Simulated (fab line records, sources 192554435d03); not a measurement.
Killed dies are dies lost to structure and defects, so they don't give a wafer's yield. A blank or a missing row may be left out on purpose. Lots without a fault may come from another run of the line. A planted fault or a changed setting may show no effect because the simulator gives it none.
Split-lot experiment | flow n5_finfet | 7 lots, 21 wafers read, on a route of 1938 steps

THE SPLIT
At N5_MOL_CONTACT_COAG_CVD_140 (deposits W, target thk 66.5 nm, time 215 s), the setting target_thk_a was moved away from the recipe's 665 angstrom on 5 of the 21 wafers read, by -4.3% to +13.3%. The other wafers ran this setting at the recipe's value.

The reading is taken at the split's own step.

THE READING
W_of_MOL_CONTACT_COAG_CVD_140.thk_nm (the simulator's own value, which no gauge read), in nm, at N5_MOL_CONTACT_COAG_CVD_140 (deposits W, target thk 66.5 nm, time 215 s). The file gives no usual value for it. The 16 wafers here that ran the recipe average 66.4 nm, standard deviation 0.86 nm.

wafer  | tool, chamber at the split | target_thk_a as run, angstrom | against the recipe | W_of_MOL_CONTACT_COAG_CVD_140.thk_nm, nm | against lot-mates on the recipe
L077.1 | cvd_w-01, 0                | 706.4                         | +6.2%              | 69.8                                     | +3.4
L077.3 | cvd_w-01, 0                | 665                           | recipe             | 66.4                                     | -
L077.4 | cvd_w-01, 1                | 706.4                         | +6.2%              | 70.8                                     | +4.4
L078.1 | cvd_w-02, 1                | 665                           | recipe             | 65.2                                     | -
L078.2 | cvd_w-02, 0                | 665                           | recipe             | 66.2                                     | -
L078.4 | cvd_w-02, 0                | 665                           | recipe             | 65.6                                     | -
L079.1 | cvd_w-02, 0                | 727.8                         | +9.4%              | 72.2                                     | +5.6
L079.2 | cvd_w-02, 1                | 665                           | recipe             | 67                                       | -
L079.6 | cvd_w-02, 0                | 665                           | recipe             | 66.2                                     | -
L082.2 | cvd_w-01, 1                | 665                           | recipe             | 66.6                                     | -
L082.4 | cvd_w-01, 0                | 665                           | recipe             | 68.4                                     | -
L082.5 | cvd_w-01, 1                | 665                           | recipe             | 67.8                                     | -
L083.1 | cvd_w-01, 1                | 665                           | recipe             | 67.2                                     | -
L083.2 | cvd_w-01, 0                | 753.6                         | +13.3%             | 76.2                                     | +9.1
L083.6 | cvd_w-01, 1                | 665                           | recipe             | 67                                       | -
L087.1 | cvd_w-02, 1,0              | 665                           | recipe             | 66.2                                     | -
L087.2 | cvd_w-02, 1,0              | 665                           | recipe             | 66.2                                     | -
L087.4 | cvd_w-02, 1                | 636.2                         | -4.3%              | 62.8                                     | -3.4
L089.1 | cvd_w-02, 1                | 665                           | recipe             | 65.8                                     | -
L089.2 | cvd_w-02, 0                | 665                           | recipe             | 65.4                                     | -
L089.4 | cvd_w-02, 0                | 665                           | recipe             | 65.4                                     | -
Where a row lists several chambers, the file gives one row for several wafers and doesn't say which wafer went through which chamber.

THE FIT
A straight line over all 21 wafers: W_of_MOL_CONTACT_COAG_CVD_140.thk_nm changes by +0.693 nm for each +1% of target_thk_a; r = +0.96; the points scatter about the line by 0.86 nm.
The same after taking each lot's own level away (the mean of its wafers on the recipe; 21 wafers): +0.659 nm for each +1%; r = +0.99; scatter 0.45 nm.
On that fit, the largest move of target_thk_a shifts the reading by 8.8 nm.
The lots' own levels span 65.53 to 67.60 nm, that is 2.4 times the standard deviation above.
So the lot-to-lot level changes the slope little: the two slopes agree.
Check: with one of the wafers moved furthest among these (+13.3%) left out of the fit, the line predicts +8.36 nm for it against its lot-mates. It came out at +9.1 nm against them.

OTHER SPLITS ON THESE WAFERS
These wafers also went through other splits before the reading. Each is held against what the fit with the lots' levels taken away leaves over:
other split on the same wafers               | wafers away from the commonest value | r with W_of_MOL_CONTACT_COAG_CVD_140.thk_nm (lot level and that fit taken away)
N5_SD_EPI_P_COAT_03 spin_rpm                 | 10                                   | +0.20
N5_SDB_COAT_05 spin_rpm                      | 6                                    | -0.05
N5_MOL_CONTACT_COAG_CONTACT_ETCH_14 source_w | 4                                    | +0.10

THE FILE'S OWN FIT
W_of_MOL_CONTACT_COAG_CVD_140.thk_nm changes by +0.657 nm for each +1% of target_thk_a, r = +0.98.
